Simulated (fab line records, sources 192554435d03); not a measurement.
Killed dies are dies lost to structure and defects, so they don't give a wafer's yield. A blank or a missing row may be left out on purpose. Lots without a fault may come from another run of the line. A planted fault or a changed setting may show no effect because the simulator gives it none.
Which tool did it? | flow n5_finfet | 10 lots, 27 wafers sampled, at 5 steps of a route of 1938

WHAT THE GAUGES READ, wafer by wafer
N5_BEOL_M0_INSPECT_127: inspects for defects (darkfield).
lot  | measured     | on                | raw_defect_count
L210 | day 6 04:40  | defect_inspect-02 | 69 74 73
L213 | day 6 13:55  | defect_inspect-02 | 52 41 54
L215 | day 7 13:47  | defect_inspect-02 | 42 68 62
L221 | day 8 22:28  | defect_inspect-01 | 73 79 3599
L225 | day 10 01:00 | defect_inspect-01 | 44 3486
L224 | day 10 01:22 | defect_inspect-01 | 62 3551
L226 | day 10 01:38 | defect_inspect-01 | 68 39
L227 | day 10 07:40 | defect_inspect-01 | 75 76 70
L228 | day 10 16:10 | defect_inspect-01 | 27 39 90
L230 | day 11 01:05 | defect_inspect-02 | 67 36 65

WHICH TOOL RAN EACH LOT (tool, then ch and the chambers of the sampled wafers, then the start)
lot  | N5_BEOL_M0_ETCH_109                | N5_BEOL_M0_ANNEAL_133        | N5_BEOL_M0_CMP_120            | N5_BEOL_M0_PRE_CLEAN_131
L210 | rie_diel-06 ch 1,3, day 6 01:51    | pvd_sputter-03, day 6 03:17  | cmp-02 ch 0,1,2, day 6 04:02  | cvd_co-02 ch 0,2, day 6 04:22
L213 | rie_diel-04 ch 1,2,3, day 6 11:13  | pvd_sputter-02, day 6 12:36  | cmp-04 ch 0,2,3, day 6 13:17  | cvd_co-02 ch 0,2, day 6 13:37
L215 | rie_diel-06 ch 2,3, day 7 09:45    | pvd_sputter-01, day 7 12:31  | cmp-02 ch 1,3, day 7 13:13    | cvd_co-01 ch 1,2, day 7 13:31
L221 | rie_diel-03 ch 0,3, day 8 18:07    | pvd_sputter-03, day 8 21:12  | cmp-02 ch 0,3, day 8 21:52    | cvd_co-02 ch 1,2, day 8 22:12
L225 | rie_diel-04 ch 2,3, day 9 21:57    | pvd_sputter-02, day 9 23:12  | cmp-02 ch 1,2, day 10 00:32   | cvd_co-02 ch 0,2, day 10 00:46
L224 | rie_diel-04 ch 0,1, day 9 23:07    | pvd_sputter-02, day 10 00:01 | cmp-02 ch 1,2, day 10 00:56   | cvd_co-01 ch 0,1, day 10 01:08
L226 | rie_diel-03 ch 2,3, day 9 23:19    | pvd_sputter-01, day 10 00:23 | cmp-04 ch 0,1, day 10 01:08   | cvd_co-01 ch 0, day 10 01:23
L227 | rie_diel-04 ch 0,3, day 10 04:42   | pvd_sputter-02, day 10 06:26 | cmp-03 ch 1,2, day 10 07:08   | cvd_co-01 ch 0,2, day 10 07:25
L228 | rie_diel-04 ch 0,1,2, day 10 12:19 | pvd_sputter-01, day 10 14:52 | cmp-04 ch 0,1,3, day 10 15:38 | cvd_co-02 ch 0,1,2, day 10 15:55
L230 | rie_diel-04 ch 0,1,3, day 10 22:37 | pvd_sputter-01, day 10 23:45 | cmp-04 ch 2,3, day 11 00:31   | cvd_co-01 ch 0,1,2, day 11 00:50
- N5_BEOL_M0_ETCH_109: etches SiCN in CH3F/O2, target depth 8 nm, overetch 2.4 nm, time 27.4 s.
- N5_BEOL_M0_ANNEAL_133: time 60 s.
- N5_BEOL_M0_CMP_120: polishes, stops on SiOC, t overpolish 6.9 s.
- N5_BEOL_M0_PRE_CLEAN_131: time 15 s.

THE ANSWER, worked out from the rows above alone
Rule: what is usual is taken from the lots themselves. Put in order of their means at a reading, lots are off if they are a third of the lots or fewer, leave a main group of 4 or more, and stand apart from it by a gap of 3 or more times the standard deviation of the main group's means; of several such gaps the widest counts. A main group whose means are all the same, to the digits that the tables above print for the reading, isn't used. A lot without any number at a reading at which 4 lots or more have one is off too. The other lots that the step has rows for count as sound.
Off: L221, L225, L224, at N5_BEOL_M0_INSPECT_127 (raw_defect_count). The main group: mean 59, standard deviation 9.1.
A tool fits if, at a process step before that reading, it ran every lot that is off, and no sound lot after the first of them. The gauges at N5_BEOL_M0_INSPECT_127 are tried like those tools. One fits: cmp-02 at N5_BEOL_M0_CMP_120. Its last sound lot is L215 (day 7 13:13), its first lot that is off L221 (day 8 21:52): a fault that began between those two fits.

WHAT THE SIMULATOR HAD PUT IN
Process parameter drift: cmp-02, from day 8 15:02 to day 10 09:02, at N5_BEOL_M0_CMP_120. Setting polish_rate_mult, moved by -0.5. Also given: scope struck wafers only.
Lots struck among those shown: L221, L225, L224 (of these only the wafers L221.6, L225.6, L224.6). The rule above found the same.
